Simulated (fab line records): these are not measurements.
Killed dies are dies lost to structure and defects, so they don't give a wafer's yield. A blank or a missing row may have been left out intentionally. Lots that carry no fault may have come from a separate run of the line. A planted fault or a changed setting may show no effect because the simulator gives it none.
What tool caused it?	flow n5_finfet	7 lots, 21 wafers sampled, at 1 step of a route of 1938

## WHAT THE GAUGES SHOWED, per wafer
N5_BEOL_M3_CD_MEAS_11 targets a cd of 17.05 nm.
lot	measured	on	cd_nm (nm)
L345	day 7 11:10	cd_sem-03	16.97 17.40 17.00
L348	day 8 03:19	cd_sem-03	16.99 17.09 17.04
L350	day 8 07:01	cd_sem-03	17.25 16.97 17.10
L353	day 9 23:01	cd_sem-03	17.50 17.28 17.29
L356	day 10 08:37	cd_sem-03	16.99 17.35 17.12
L361	day 11 22:36	cd_sem-01	16.83 16.93 17.18
L364	day 12 06:55	cd_sem-01	17.06 17.46 17.36

## WHAT TOOL EACH LOT RAN ON (gives the tool, then ch and the chambers of the sampled wafers, and finally the start)
No process step before these readings appears in the record.

## THE ANSWER, worked out from the rows above alone
Rule: the usual values come from the lots themselves. Put in order of their means at a reading, lots are off if they are a third of the lots or fewer, leave a main group of 4 or more, and stand apart from it by a gap of 3 or more times the standard deviation of the main group's means; of several such gaps the widest counts. If all means in a main group match to the digits the tables above print for the reading, that group is not used. Also off: a lot with no number at a reading for which 4 or more lots have one. Any other lot the step has rows for is counted as sound.
None of the lots is off at any reading shown; this tells nothing.

## WHAT WAS PUT IN BY THE SIMULATOR
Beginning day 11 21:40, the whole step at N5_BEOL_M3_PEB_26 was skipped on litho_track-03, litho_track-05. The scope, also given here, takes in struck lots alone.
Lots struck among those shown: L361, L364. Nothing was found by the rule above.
